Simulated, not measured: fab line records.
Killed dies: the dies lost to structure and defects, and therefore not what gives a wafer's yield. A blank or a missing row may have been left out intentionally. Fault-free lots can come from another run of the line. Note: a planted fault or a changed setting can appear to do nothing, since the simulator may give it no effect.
fab line records	flow nand-harc
record: lots: 11	wafers: 33	last-day: 24
route steps=1159 shown A_CONTACT@950 END@1159
lots that met no fault: taken from a fault-free run of the same line
start-h: hours from the record's opening day to when the first of the lot's shown wafers began	wait-h: time in hours since the lot's previous step	" same as the row above	L1.1+2: several wafers, shown together as one row	- no value present, or no start provided	* or withheld: withheld	< > ~ a bound
route shown NAME@n: names a module that has steps shown in the file, with the first one's number in the route	usual: mean/standard deviation taken from wafers without a fault	same: alike in all rows	chamber/n: place in a boat	sites: each site's reading	_std_site: standard deviation of those values	_edge_site: inner sites' mean taken away from outer sites' mean	radius-mm: how far each site lies from the wafer's centre	mask NAME#n: copy n	behind: the tool/chamber that last shaped the wafer	hold: why the lot went on hold/how many hours it stayed there/how the hold came to an end	device: transistor that didn't switch, given as n, p or np	end of line: tests run on the same wafers once the route is complete	for a step that has no rows: nothing shown but its recipe	killed: dies that structure and defects cost at the first sort, which is not the same as the wafer's yield	map: a wafer's dies, x killed, . not, _ none there
set.NAME: the run value of the setting; set.NAME@STEP: its run value at that earlier step	model.NAME: the simulator's own value behind a step, which no gauge read
a sample of lots followed through the steps of the route, with each step as a table and each wafer as a row
services: from which hour (start-h, from the record's first day; less than 0 if before it) a tool's chamber was out of use, for how many hours, and why
== steps ==
step: NHARC_A_CONTACT_ETCH_98
recipe: target-depth-a: 200	over-etch-frac: 0.5	time-s: 10	ion-energy-ev: 250	c4f6-flow-sccm: 25	o2-flow-sccm: 20	ar-flow-sccm: 500	rf-w: 600	bias-w: 500	chemistry: C4F6/O2
usual: bias-w: 500.1/1.5	c4f6-flow-sccm: 25.00/0.077	drypump-motor-current-A: 5.8/0.56	oes-product-au: 0.958/0.021	rf-fwd-power-W: 587/3	rf-vpp-V: 547/3.1	showerhead-plenum-p-Torr: 3.92/0.15	throttle-valve-pct: 26.904/0.0093
lot.wafer	tool	chamber	start-h	wait-h	bias-w	c4f6-flow-sccm	drypump-motor-current-A	oes-product-au	rf-fwd-power-W	rf-hours-counter-h	rf-vpp-V	showerhead-plenum-p-Torr	throttle-valve-pct
L570.3	rie-diel-07	1	399.63	-	501.6	24.83	4.8	0.992	590	60	548	3.95	26.913
L570.1	"	0	"	"	502.2	25.00	4.7	1.001	586	58	552	4.19	26.897
L570.6	"	1	"	"	497.3	24.88	4.8	0.990	591	-	549	3.95	26.891
L577.2	rie-diel-07	0	455.84	-	-	-	-	-	-	-	-	-	-
L577.4	"	1	"	"	-	-	-	-	-	-	-	-	-
L577.5	"	1	"	"	-	-	-	-	-	-	-	-	-
L581.1	rie-diel-07	3	459.09	-	500.7	25.03	5.8	1.003	582	19	542	3.67	26.894
L581.4	"	1	"	"	502.2	25.03	4.8	1.004	591	18	548	3.94	26.893
L581.5	"	3	"	"	499.9	25.04	5.8	1.009	583	-	541	3.67	26.917
L579.2	rie-diel-08	1	461.67	-	-	-	-	-	-	-	-	-	-
L579.4	"	2	"	"	-	-	-	-	-	-	-	-	-
L579.1	"	0	"	"	-	-	-	-	-	-	-	-	-
L583.4	rie-diel-08	1	469.78	-	499.7	24.95	6.5	0.959	584	65	549	3.97	26.917
L583.1	"	2	"	"	497.8	25.05	6.3	0.942	588	67	541	3.65	26.886
L583.6	"	0	"	"	500.2	25.02	6.0	0.962	585	-	549	4.01	26.903
L582.4	rie-diel-07	2	472.27	-	501.2	25.05	5.1	0.945	588	22	546	3.91	26.911
L582.2	"	1	"	"	499.3	25.03	4.7	0.940	592	23	548	3.94	26.927
L582.5	"	2	"	"	500.5	25.08	5.1	0.945	585	-	546	3.91	26.897
L584.3	rie-diel-09	2	484.36	-	502.5	25.17	6.1	0.934	588	8	549	4.04	26.903
L584.1	"	0	"	"	501.5	25.03	5.4	0.935	592	8	550	4.03	26.903
L584.6	"	3	"	"	497.6	24.95	6.3	0.949	592	-	544	3.84	26.903
L590.1	rie-diel-09	1	508.54	-	500.3	24.97	6.0	0.950	584	12	543	3.78	26.890
L590.4	"	2	"	"	497.5	24.85	6.1	0.958	588	12	549	4.04	26.895
L590.6	"	0	"	"	498.6	24.86	5.4	0.945	591	-	549	4.03	26.912
L588.3	rie-diel-09	0	515.78	0.2	500.4	25.00	5.5	0.961	592	15	549	4.02	26.897
L588.2	"	1	"	"	496.2	24.87	6.0	0.963	585	15	545	3.78	26.906
L588.5	"	0	"	"	499.5	24.96	5.5	0.963	594	-	549	4.02	26.914
L587.3	rie-diel-07	2	516.25	-	500.0	24.93	5.1	0.966	588	38	546	3.90	26.894
L587.5	"	2	"	"	500.7	25.00	5.1	0.972	583	-	547	3.90	26.900
L587.6	"	3	"	"	502.3	25.08	5.7	0.962	583	-	541	3.65	26.899
L589.4	rie-diel-08	2	519.59	-	497.8	25.08	6.3	0.963	586	15	552	4.22	26.893
L589.2	"	3	"	"	500.5	25.02	6.4	0.952	583	14	548	3.98	26.918
L589.1	"	0	"	"	501.8	24.95	6.0	0.955	584	13	548	4.00	26.927
step: NHARC_A_CONTACT_CD_MEAS_15
usual: cd-nm: 89.9/0.5
lot.wafer	tool	chamber	start-h	wait-h	cd-nm
L570.1	cd-sem-01	-	399.71	-	90.4
L570.3	"	-	"	"	90.2
L570.6	"	-	"	"	89.9
L577.2	cd-sem-03	-	455.93	-	90.2
L577.4	"	-	"	"	89.9
L577.5	"	-	"	"	89.5
L581.1	cd-sem-02	-	459.17	-	89.7
L581.4	"	-	"	"	89.7
L581.5	"	-	"	"	89.6
L579.1	cd-sem-03	-	461.75	-	89.6
L579.2	"	-	"	"	89.8
L579.4	"	-	"	"	89.6
L583.1	cd-sem-03	-	469.86	-	89.7
L583.4	"	-	"	"	89.1
L583.6	"	-	"	"	89.7
L582.2	cd-sem-02	-	472.36	-	90.2
L582.4	"	-	"	"	90.2
L582.5	"	-	"	"	90.0
L584.1	cd-sem-02	-	484.44	-	89.6
L584.3	"	-	"	"	89.4
L584.6	"	-	"	"	89.3
L590.1	cd-sem-03	-	508.62	-	90.1
L590.4	"	-	"	"	90.7
L590.6	"	-	"	"	90.6
L588.2	cd-sem-02	-	515.87	-	89.9
L588.3	"	-	"	"	89.7
L588.5	"	-	"	"	90.0
L587.3	cd-sem-01	-	516.33	-	90.0
L587.5	"	-	"	"	89.3
L587.6	"	-	"	"	89.3
L589.1	cd-sem-01	-	519.66	-	89.4
L589.2	"	-	"	"	89.4
L589.4	"	-	"	"	89.0
step: NHARC_A_CONTACT_ETCH_110
recipe: target-depth-a: 500	overetch-a: 50	time-s: 27.5	ion-energy-ev: 100	cf4-flow-sccm: 80	o2-flow-sccm: 20	ar-flow-sccm: 0	rf-w: 300	bias-w: 100	chemistry: CF4/O2
usual: bias-w: 100.0/0.32	cf4-flow-sccm: 80.01/0.26	drypump-motor-current-A: 5.8/0.53	oes_ar_750_au: 1.000/0.0047	oes-product-au: 1.001/0.007	rf-fwd-power-W: 294.8/2.1	rf-vpp-V: 197.8/1.3	showerhead-plenum-p-Torr: 1.33/0.052	throttle-valve-pct: 13.397/0.0093
lot.wafer	tool	chamber	start-h	wait-h	bias-w	cf4-flow-sccm	drypump-motor-current-A	oes_ar_750_au	oes-product-au	rf-fwd-power-W	rf-hours-counter-h	rf-vpp-V	showerhead-plenum-p-Torr	throttle-valve-pct
L570.3	rie-diel-09	2	400.01	0.1	100.0	79.89	6.1	0.995	1.003	292.0	25	198.1	1.38	13.404
L570.1	"	3	"	"	100.1	79.57	6.3	0.994	1.012	295.8	25	198.6	1.31	13.396
L570.6	"	1	"	"	99.9	80.26	6.0	0.998	0.996	291.8	-	195.2	1.29	13.416
L577.2	rie-diel-07	1	456.23	0.1	100.3	79.85	4.8	0.996	1.005	296.5	16	198.3	1.34	13.392
L577.4	"	3	"	"	99.9	80.20	5.8	1.002	0.998	292.8	17	196.1	1.24	13.393
L577.5	"	0	"	"	100.0	79.71	4.8	1.002	0.999	294.2	-	199.8	1.43	13.405
L581.1	rie-diel-09	0	459.68	0.1	99.8	80.12	5.4	1.000	0.994	296.5	2	199.3	1.37	13.399
L581.4	"	3	"	"	100.5	80.35	6.3	1.003	0.998	296.6	3	197.2	1.31	13.396
L581.5	"	1	"	"	100.3	80.15	6.0	0.999	0.990	292.9	-	197.2	1.29	13.410
L579.1	rie-diel-07	2	462.05	0.1	99.8	79.93	5.1	1.000	1.001	294.5	19	196.7	1.33	13.384
L579.2	"	0	"	"	100.0	79.85	4.7	1.000	0.998	293.5	20	199.7	1.43	13.397
L579.4	"	1	"	"	99.9	79.79	4.8	1.002	1.003	297.7	19	197.6	1.34	13.396
L583.4	rie-diel-07	2	470.20	0.1	100.5	79.85	5.1	0.999	1.006	295.1	22	198.3	1.33	13.402
L583.1	"	0	"	"	99.9	80.54	4.7	1.007	1.001	294.4	23	200.6	1.43	13.413
L583.6	"	3	"	"	100.2	80.27	5.8	0.999	1.002	292.4	-	196.3	1.24	13.404
L582.4	rie-diel-08	3	472.65	0.1	99.8	79.94	6.4	0.984	1.011	293.5	64	198.3	1.36	13.406
L582.2	"	0	"	"	99.8	79.83	6.0	0.996	0.993	296.0	62	199.8	1.37	13.405
L582.5	"	2	"	"	100.0	80.37	6.3	1.003	1.006	295.3	-	195.9	1.24	13.390
L584.3	rie-diel-09	3	484.75	0.1	99.8	79.91	6.3	0.996	0.994	296.6	8	196.4	1.30	13.403
L584.1	"	0	"	"	100.0	80.20	5.4	1.003	0.999	298.7	8	199.2	1.37	13.406
L584.6	"	0	"	"	100.1	80.28	5.4	1.003	0.992	297.8	-	198.0	1.37	13.401
L590.1	rie-diel-09	1	509.29	0.1	100.5	79.90	6.0	1.007	1.001	292.9	13	196.2	1.28	13.404
L590.6	"	1	"	"	100.2	80.42	6.0	0.996	0.998	294.4	-	197.6	1.28	13.404
L590.4	"	3	"	"	100.1	79.69	6.3	1.004	1.005	297.6	-	197.0	1.30	13.396
L588.2	rie-diel-07	0	516.27	0.1	99.7	80.24	4.7	1.000	1.011	293.8	42	200.7	1.42	13.399
L588.3	"	2	"	"	99.9	80.26	5.1	1.002	1.006	295.4	38	198.1	1.33	13.409
L588.5	"	0	"	"	100.0	80.16	4.7	0.996	1.009	295.9	-	200.1	1.42	13.414
L587.3	rie-diel-09	1	517.14	0.1	99.1	80.02	6.0	0.998	0.998	294.4	16	197.3	1.28	13.394
L587.6	"	0	"	"	100.0	80.03	5.5	0.995	1.003	296.0	-	198.8	1.37	13.415
L587.5	"	1	"	"	100.0	80.65	6.0	0.998	0.990	291.8	-	196.8	1.28	13.388
L589.2	rie-diel-09	3	519.99	0.1	100.2	80.04	6.3	0.995	0.999	299.2	16	196.8	1.30	13.400
L589.1	"	0	"	"	100.4	80.45	5.4	1.001	1.003	296.9	16	198.8	1.37	13.377
L589.4	"	0	"	"	99.9	80.05	5.4	0.999	1.002	297.0	-	199.1	1.37	13.396
step: NHARC_A_CONTACT_STRIP_26
recipe: o2-flow-sccm: 500	ar-flow-sccm: 0	bias-w: 0	chemistry: O2
usual: drypump-motor-current-A: 5.8/0.54	oes-product-au: 1.000/0.0069	rf-vpp-V: 57.6/0.82	showerhead-plenum-p-Torr: 3.52/0.12	throttle-valve-pct: 17.036/0.0093
lot.wafer	tool	chamber	start-h	wait-h	drypump-motor-current-A	oes-product-au	rf-hours-counter-h	rf-vpp-V	showerhead-plenum-p-Torr	throttle-valve-pct
L570.3	rie-diel-09	1	-	-	6.0	0.997	25	58.0	3.41	17.040
L570.1	"	0	"	"	5.4	1.003	25	58.7	3.63	17.039
L570.6	"	1	"	"	6.0	1.004	-	57.2	3.41	17.041
L577.2	rie-diel-07	3	-	-	5.8	0.993	17	57.5	3.29	17.039
L577.4	"	0	"	"	4.8	0.996	18	56.9	3.76	17.042
L577.5	"	2	"	"	5.1	0.997	-	56.6	3.52	17.049
L581.1	rie-diel-09	0	-	-	5.4	0.996	2	58.1	3.63	17.049
L581.4	"	1	"	"	6.1	0.988	3	58.8	3.40	17.042
L581.5	"	2	"	"	6.1	1.002	-	57.4	3.64	17.047
L579.2	rie-diel-07	1	-	-	4.8	1.000	19	57.4	3.54	17.040
L579.1	"	2	"	"	5.0	0.998	19	57.7	3.52	17.026
L579.4	"	3	"	"	5.8	1.005	20	57.2	3.29	17.023
L583.1	rie-diel-07	1	-	-	4.7	1.005	23	59.4	3.54	17.038
L583.4	"	0	"	"	4.7	0.998	24	57.0	3.76	17.041
L583.6	"	2	"	"	5.1	1.002	-	57.2	3.52	17.021
L582.4	rie-diel-08	0	-	-	6.0	1.003	62	58.1	3.61	17.025
L582.2	"	2	"	"	6.3	1.003	68	58.0	3.28	17.028
L582.5	"	1	"	"	6.5	1.002	-	57.4	3.57	17.019
L584.1	rie-diel-09	0	-	-	5.5	0.982	8	57.8	3.62	17.031
L584.3	"	1	"	"	6.0	0.985	8	56.9	3.40	17.058
L584.6	"	0	"	"	5.5	0.984	-	58.5	3.62	17.019
L590.1	rie-diel-09	1	-	-	6.0	0.999	13	58.9	3.40	17.040
L590.4	"	0	"	"	5.5	1.007	-	58.1	3.62	17.025
L590.6	"	3	"	"	6.3	0.994	-	57.0	3.45	17.029
L588.3	rie-diel-07	2	-	-	5.1	0.994	38	57.5	3.51	17.038
L588.2	"	1	"	"	4.8	0.999	40	56.5	3.53	17.045
L588.5	"	1	"	"	4.8	1.002	-	57.7	3.53	17.040
L587.3	rie-diel-09	3	-	-	6.3	1.008	16	55.9	3.45	17.023
L587.5	"	1	"	"	6.0	0.996	-	56.1	3.40	17.025
L587.6	"	0	"	"	5.5	1.008	-	58.6	3.62	17.027
L589.2	rie-diel-09	1	-	-	6.0	1.001	17	56.7	3.40	17.039
L589.1	"	0	"	"	5.5	1.001	16	58.0	3.62	17.042
L589.4	"	1	"	"	6.0	0.996	-	56.3	3.40	17.028
step: NHARC_END_SORT_01
recipe: temp-c: 25
usual: killed-at-array: 26/9.9	killed-at-other: 0.8/1	killed-at-periphery: 2.8/2.2	killed-dies: 29/9.9	killed-open: 3.2/1.8	killed-short: 2.1/1.4
same: gross-dies: 677
lot.wafer	tool	chamber	start-h	wait-h	killed-at-array	killed-at-other	killed-at-periphery	killed-dies	killed-open	killed-short
L577.2	prober-01	0	505.13	2.8	675	1	1	677	3	2
L577.4	prober-01	0	506.73	3.4	676	0	1	677	2	3
L577.5	prober-01	0	507.52	3.7	675	0	2	677	1	0
L579.1	prober-02	0	517.46	2.5	670	0	7	677	4	2
L579.2	prober-02	0	518.25	2.8	668	1	8	677	8	1
L579.4	prober-02	0	519.85	3.4	671	1	5	677	4	1
killed by level:class
L577.2 A_CONTACT:area-etch=660 A_CONTACT:chamber-film-flake=7 A_STAIRCASE:chamber-film-flake=3 A_CONTACT:geometric-particle:open=2 P_GATE:geometric-particle:open=1 A_WL_FILL:geometric-particle:short=1 STARTING-WAFER:geometric-particle:short=1 A_CHANNEL_HOLE_D1:chamber-film-flake=1
L577.4 A_CONTACT:area-etch=657 A_STAIRCASE:chamber-film-flake=6 A_CONTACT:chamber-film-flake=6 A_CHANNEL_FILL_D1:geometric-particle:open=2 A_CHANNEL_HOLE_D1:chamber-film-flake=2 A_CHANNEL_FILL_D1:geometric-particle:short=1 A_WL_FILL:geometric-particle:short=1 A_CONTACT:geometric-particle:short=1
L577.5 A_CONTACT:area-etch=657 A_STAIRCASE:chamber-film-flake=7 A_CHANNEL_HOLE_D1:chamber-film-flake=5 A_CONTACT:chamber-film-flake=4 P_M0:geometric-particle:open=1 P_GATE:chamber-film-flake=1 A_SLIT:chamber-film-flake=1 A_BLC:chamber-film-flake=1
L579.1 A_CONTACT:area-etch=644 A_STAIRCASE:chamber-film-flake=7 A_SLIT:chamber-film-flake=5 A_M1:chamber-film-flake=5 A_CHANNEL_HOLE_D1:chamber-film-flake=4 P_CONTACT:geometric-particle:open=3 P_ZERO_WELL:chamber-film-flake=2 A_CONTACT:chamber-film-flake=2
L579.2 A_CONTACT:area-etch=642 A_STAIRCASE:chamber-film-flake=10 A_CHANNEL_HOLE_D1:chamber-film-flake=5 A_SLIT:chamber-film-flake=4 P_GATE:geometric-particle:open=2 P_ZERO_WELL:chamber-film-flake=2 P_STI:chamber-film-flake=2 A_M1:chamber-film-flake=2
L579.4 A_CONTACT:area-etch=648 A_STAIRCASE:chamber-film-flake=8 A_CHANNEL_HOLE_D1:chamber-film-flake=4 A_SLIT:chamber-film-flake=4 P_STI:chamber-film-flake=3 A_CONTACT:chamber-film-flake=2 P_M1:geometric-particle:open=1 P_M2:geometric-particle:short=1
== services ==
tool	chamber	start-h	hours	kind
rie-diel-09	0	385.90	-	clean
rie-diel-09	1	385.90	-	clean
rie-diel-09	2	385.90	-	clean
rie-diel-09	3	385.90	-	clean
rie-diel-07	-	406.41	9.0	pm
rie-diel-09	0	410.47	-	clean
rie-diel-09	1	410.47	-	clean
rie-diel-09	2	410.47	-	clean
rie-diel-09	3	410.47	-	clean
rie-diel-09	1	412.88	7.5	repair
rie-diel-09	-	431.13	9.0	pm
rie-diel-09	0	431.13	9.0	vent-cycle
rie-diel-09	1	431.13	9.0	vent-cycle
rie-diel-09	2	431.13	9.0	vent-cycle
rie-diel-09	3	431.13	9.0	vent-cycle
rie-diel-09	0	440.13	-	clean
rie-diel-09	1	440.13	-	clean
rie-diel-09	2	440.13	-	clean
rie-diel-09	3	440.13	-	clean
rie-diel-09	3	440.13	-	consumable-replace:focus-ring
rie-diel-08	-	478.81	9.0	pm
rie-diel-09	2	479.59	2.0	repair
rie-diel-09	2	508.61	36.4	repair
rie-diel-07	0	516.39	5.9	repair
== key ==
first-sign: step: NHARC_A_CONTACT_ETCH_98	reading: tool-record	direction: missing
effect: step: NHARC_END_SORT_01	reading: killed-at-array	direction: up	sigmas: 65	usual: 26	struck: 672
more-kills-born-at: NHARC_A_CONTACT_ETCH_98@rie-diel-07: 1973	NHARC_A_CONTACT_ETCH_98@rie-diel-08: 1933
met-at NHARC_A_CONTACT_ETCH_98
struck-lots L577,L579
later-rows-left-out L577.2,L577.4,L577.5,L579.1,L579.2,L579.4
tester-left-out L577,L579
not-acting-at NHARC_A_CONTACT_CD_MEAS_15,NHARC_A_CONTACT_ETCH_110,NHARC_A_CONTACT_STRIP_26
onset-between 399.63 455.84
fault: kind: skipped-step-whole	tool: rie-diel-07,rie-diel-08	chamber: -	onset-h: 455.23	steps: NHARC_A_CONTACT_ETCH_98	scope: struck-lots-only
tester-left-out: of these lots the tester's yield and bins aren't shown, on N5 and GAA mostly nor the transistor test; their killed dies are dies lost to structure and defects alone, not to doping, threshold or leakage, so they don't give the yield
later-rows-left-out: the simulator's readings of these wafers behind a module that went badly wrong aren't trusted and aren't shown, but for the sort
